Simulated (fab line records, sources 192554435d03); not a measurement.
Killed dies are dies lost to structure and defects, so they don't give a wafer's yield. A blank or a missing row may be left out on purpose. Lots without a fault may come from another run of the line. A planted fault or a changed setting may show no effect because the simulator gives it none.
Problem report in the 8D (eight disciplines) form, filled by code | flow n5_finfet | the parts of the form that need people (team, actions taken, sign-off) are left out

1. THE PROBLEM
REXT_P at N5_BEOL_M4_RC_MEAS_101 reads a mean of 119.0 ohm.um on 3 wafers of 2 lots; wafers without a fault read 101.0 ohm.um with a standard deviation of 2.3. That is +7.8 standard deviations from the usual mean.
First seen on wafer L430.3, day 11 03:49, on prober-01. The record holds 30 wafers of 10 lots with a number at this step. Rule for "out", or "out of limits": more than 4 standard deviations from the usual mean. The other wafers with a number count as sound.

2. WHAT IT IS AND WHAT IT IS NOT
question                    | is                     | is not
which readings at this step | REXT_P, ION_P          | DIBL_N, IOFF_N, ION_N, SS_N, VT_N
which lots                  | L430, L431             | L419, L420, L424, L425, L428, L429, L433, L441
which wafers of those lots  | L430.3, L430.5, L431.5 | L430.4, L431.4, L431.6
read on which gauges        | prober-01, prober-02   | -
when                        | from day 11 03:49      | up to then (19 sound wafers); but 8 sound wafers of L431, L433, L441 came after

3. SUSPECTS, AND WHAT RULES EACH OUT
Counting: a tool at a process step up to the reading stays a suspect if it ran every lot that is out. Sound lots after the first of them don't rule it out here, since some wafers of a struck lot are sound.
- the gauge at N5_BEOL_M4_RC_MEAS_101: ruled out. The wafers that are out were read on 2 gauges (prober-01, prober-02).
- epi_rpcvd-04 at N5_SD_EPI_P_VAPOR_ETCH_44 (etches SiGe30 in NF3/Ar, time 3.3 s): kept. It ran every lot that is out, first L430 (day 6 03:43); its last sound lot up to then is L429 (day 5 19:31).
Left after counting: epi_rpcvd-04 at N5_SD_EPI_P_VAPOR_ETCH_44.

4. THE CAUSE (what the simulator had put in)
Process parameter drift: epi_rpcvd-04, from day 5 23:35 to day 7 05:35, at N5_SD_EPI_P_VAPOR_ETCH_44. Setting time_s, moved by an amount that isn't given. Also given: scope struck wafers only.
Counting left only this tool.

5. THE CHAIN OF EFFECTS, in route order
Each row: a reading whose mean over the struck wafers that have a number lies more than 3 standard deviations from the usual. Only readings for which the record gives a usual standard deviation are gone through. hours: the time from each lot's start at the first step in this table that gives one to its start at this step, as a median over the lots. sigmas: the change in usual standard deviations.
hours | step                    | reading          | usual        | on struck wafers | change | sigmas
0     | N5_BEOL_M4_RC_MEAS_101  | DIBL_P           | 36.3 mV/V    | 30.4             | -5.9   | -3.9
0     | N5_BEOL_M4_RC_MEAS_101  | IOFF_P           | 0.208 nA/um  | 0.113            | -0.095 | -3.4
0     | N5_BEOL_M4_RC_MEAS_101  | IOFF_P_85C       | 3.6 nA/um    | 2.2              | -1.4   | -3.4
0     | N5_BEOL_M4_RC_MEAS_101  | IOFF_P_LIN       | 0.099 nA/um  | 0.061            | -0.038 | -3.5
0     | N5_BEOL_M4_RC_MEAS_101  | ION_P            | 462 uA/um    | 430              | -32    | -4.9
0     | N5_BEOL_M4_RC_MEAS_101  | REXT_P           | 101.0 ohm.um | 119.0            | +18.0  | +7.8
0     | N5_BEOL_M4_RC_MEAS_101  | VT_P             | -250.5 mV    | -261.5           | -11.0  | -3.7
0     | N5_BEOL_M4_RC_MEAS_101  | VT_P_LVT         | -99 mV       | -109             | -10    | -3.1
107   | N5_PASSIVATION_PROBE_49 | sort_bin_8_speed | 0.00 %       | 34.92            | +34.92 | +99 or more
107   | N5_PASSIVATION_PROBE_49 | sort_n_pass      | 1075         | 678              | -397   | -23
107   | N5_PASSIVATION_PROBE_49 | sort_yield_pct   | 91.1 %       | 57.4             | -33.7  | -22
The process steps in it:
- N5_PASSIVATION_PROBE_49

6. WHAT WOULD HAVE CAUGHT IT SOONER
In this record the first reading out of limits at a measuring or inspecting step was taken at day 11 03:49, 124 hours after the fault began at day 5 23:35.
All the lots that are out (2) had begun N5_SD_EPI_P_VAPOR_ETCH_44 on epi_rpcvd-04 by day 11 03:49. A hold on the tool at that time would have spared none of them.
